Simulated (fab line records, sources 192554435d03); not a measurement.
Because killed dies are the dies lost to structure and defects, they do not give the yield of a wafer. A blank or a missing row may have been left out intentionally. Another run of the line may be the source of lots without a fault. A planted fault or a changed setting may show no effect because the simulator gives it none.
Chamber matching / flow n5Finfet / pecvd-04 running N5_BEOL_M5_PECVD_70: 3 sister chambers
The step deposits SiO2 from TEOS/O2, target thk 16 nm, time 18 s. 6 wafers are shown with their chamber, then 12 later ones without.

WAFERS WITH THEIR CHAMBER
wafer=L084.3; chamber=1; throttleValvePct (%)=21.1; showerheadPlenumPTorr (Torr)=8.81
wafer=L087.5; chamber=1; throttleValvePct (%)=21.2; showerheadPlenumPTorr (Torr)=8.82
wafer=L085.1; chamber=0; throttleValvePct (%)=25.6; showerheadPlenumPTorr (Torr)=8.70
wafer=L089.1; chamber=2; throttleValvePct (%)=20.9; showerheadPlenumPTorr (Torr)=8.75
wafer=L089.5; chamber=0; throttleValvePct (%)=25.7; showerheadPlenumPTorr (Torr)=8.71
wafer=L089.6; chamber=2; throttleValvePct (%)=21.1; showerheadPlenumPTorr (Torr)=8.77

WAFERS WITHOUT THEIR CHAMBER
wafer=L090.3; throttleValvePct (%)=21.0; showerheadPlenumPTorr (Torr)=8.79
wafer=L090.4; throttleValvePct (%)=25.8; showerheadPlenumPTorr (Torr)=8.71
wafer=L090.6; throttleValvePct (%)=21.2; showerheadPlenumPTorr (Torr)=8.81
wafer=L091.1; throttleValvePct (%)=21.3; showerheadPlenumPTorr (Torr)=8.81
wafer=L091.5; throttleValvePct (%)=21.3; showerheadPlenumPTorr (Torr)=8.74
wafer=L091.6; throttleValvePct (%)=21.0; showerheadPlenumPTorr (Torr)=8.79
wafer=L096.1; throttleValvePct (%)=21.2; showerheadPlenumPTorr (Torr)=8.77
wafer=L096.4; throttleValvePct (%)=21.4; showerheadPlenumPTorr (Torr)=8.83
wafer=L096.5; throttleValvePct (%)=21.5; showerheadPlenumPTorr (Torr)=8.77
wafer=L097.1; throttleValvePct (%)=20.9; showerheadPlenumPTorr (Torr)=8.75
wafer=L097.5; throttleValvePct (%)=25.7; showerheadPlenumPTorr (Torr)=8.75
wafer=L097.6; throttleValvePct (%)=21.2; showerheadPlenumPTorr (Torr)=8.79

THE CHAMBER EACH PASSED THROUGH
wafer=L090.3; from the rows above=can't be placed: 1 or 2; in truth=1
wafer=L090.4; from the rows above=0; in truth=0
wafer=L090.6; from the rows above=1; in truth=1
wafer=L091.1; from the rows above=1; in truth=1
wafer=L091.5; from the rows above=2; in truth=2
wafer=L091.6; from the rows above=can't be placed: 1 or 2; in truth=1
wafer=L096.1; from the rows above=2; in truth=2
wafer=L096.4; from the rows above=1; in truth=1
wafer=L096.5; from the rows above=can't be placed: 2 or 1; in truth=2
wafer=L097.1; from the rows above=2; in truth=2
wafer=L097.5; from the rows above=0; in truth=0
wafer=L097.6; from the rows above=can't be placed: 1 or 2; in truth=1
Correctly placed: 8 of 12. These rows do not allow placing 4 (true chamber among the candidates in 4). Number placed wrongly: 0.
How it was worked out, from the rows above alone: a wafer's distance from a chamber is the root of the sum, over the readings, of the square of ((its reading less the chamber's mean) divided by the reading's scatter). The wafer belongs to the nearest chamber; if the next one is less than 2 further off, it can't be placed. Each chamber's mean is taken over the wafers shown for it. The scatter: take each reading less its chamber's mean, square it, sum over the shown wafers, divide by the number of wafers less the number of chambers, and take the root.
